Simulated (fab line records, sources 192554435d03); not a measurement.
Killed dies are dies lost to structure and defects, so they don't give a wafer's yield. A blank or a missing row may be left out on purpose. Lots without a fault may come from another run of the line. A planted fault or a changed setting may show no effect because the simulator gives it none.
Split-lot experiment | flow n5_finfet | 7 lots, 21 wafers read, on a route of 1938 steps

THE SPLIT
At N5_PASSIVATION_ETCH_15 (etches SiCN in CF4/N2, target depth 75 nm, time 81.2 s), the setting bias_w was moved away from the recipe's 70 W on 4 of the 21 wafers read, by -11.5% to +6.1%. The other wafers ran this setting at the recipe's value.

The reading is taken at the split's own step.

THE READING
rf_vpp_V, in V, at N5_PASSIVATION_ETCH_15 (etches SiCN in CF4/N2, target depth 75 nm, time 81.2 s). Fault-free wafers of this fab line usually give 382.6 V, standard deviation 2.4 V.

wafer  | tool, chamber at the split | bias_w as run, W | against the recipe | rf_vpp_V, V | against lot-mates on the recipe
L079.1 | rie_diel-02, 0             | 70               | recipe             | 381.2       | -
L079.3 | rie_diel-02, 3             | 70               | recipe             | 385.0       | -
L079.4 | rie_diel-02, 2             | 70               | recipe             | 377.4       | -
L077.1 | rie_diel-03, 0             | 61.97            | -11.5%             | 353.0       | -29.9
L077.2 | rie_diel-03, 2             | 61.97            | -11.5%             | 355.5       | -27.4
L077.4 | rie_diel-03, 3             | 70               | recipe             | 382.9       | -
L087.1 | rie_diel-03, 2             | 70               | recipe             | 383.9       | -
L087.2 | rie_diel-03, 3             | 74.24            | +6.1%              | 398.9       | +15.0
L087.4 | rie_diel-03, 3             | 74.24            | +6.1%              | 398.3       | +14.4
L089.2 | rie_diel-03, 3             | 70               | recipe             | 383.2       | -
L089.3 | rie_diel-03, 1             | 70               | recipe             | 382.2       | -
L089.6 | rie_diel-03, 0             | 70               | recipe             | 381.0       | -
L093.3 | rie_diel-02, 2             | 70               | recipe             | 378.1       | -
L093.5 | rie_diel-02, 1             | 70               | recipe             | 386.1       | -
L093.6 | rie_diel-02, 2             | 70               | recipe             | 378.7       | -
L092.2 | rie_diel-01, 0             | 70               | recipe             | 383.8       | -
L092.4 | rie_diel-01, 3             | 70               | recipe             | 381.7       | -
L092.5 | rie_diel-01, 2             | 70               | recipe             | 385.9       | -
L096.3 | rie_diel-03, 1             | 70               | recipe             | 381.3       | -
L096.4 | rie_diel-03, 0             | 70               | recipe             | 380.6       | -
L096.6 | rie_diel-03, 3             | 70               | recipe             | 383.3       | -

THE FIT
A straight line over all 21 wafers: rf_vpp_V changes by +2.5 V for each +1% of bias_w; r = +0.97; the points scatter about the line by 2.4 V.
The same after taking each lot's own level away (the mean of its wafers on the recipe; 21 wafers): +2.48 V for each +1%; r = +0.98; scatter 2.1 V.
On that fit, the largest move of bias_w shifts the reading by 28 V.
The lots' own levels span 380.97 to 383.90 V, that is 1.2 times the standard deviation above.
So the lot-to-lot level changes the slope little: the two slopes agree.
Check: with one of the wafers moved furthest among these (-11.5%) left out of the fit, the line predicts -27.5 V for it against its lot-mates. It came out at -29.9 V against them.
Tool readings at the split's step, against how far the setting was moved: rf_vpp_V r = +0.97.

OTHER SPLITS ON THESE WAFERS
These wafers also went through other splits before the reading. Each is held against what the fit with the lots' levels taken away leaves over:
other split on the same wafers    | wafers away from the commonest value | r with rf_vpp_V (lot level and that fit taken away)
N5_BEOL_M15_COAT_04 spin_rpm      | 9                                    | -0.21
N5_BEOL_M15_PEB_26 peb_time_s     | 8                                    | -0.16
N5_BEOL_M15_TRENCH_ETCH_34 bias_w | 5                                    | -0.24
N5_PASSIVATION_EXPOSE_07 dose_mj  | 7                                    | -0.09

THE FILE'S OWN FIT
rf_vpp_V changes by +2.48 V for each +1% of bias_w, r = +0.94.
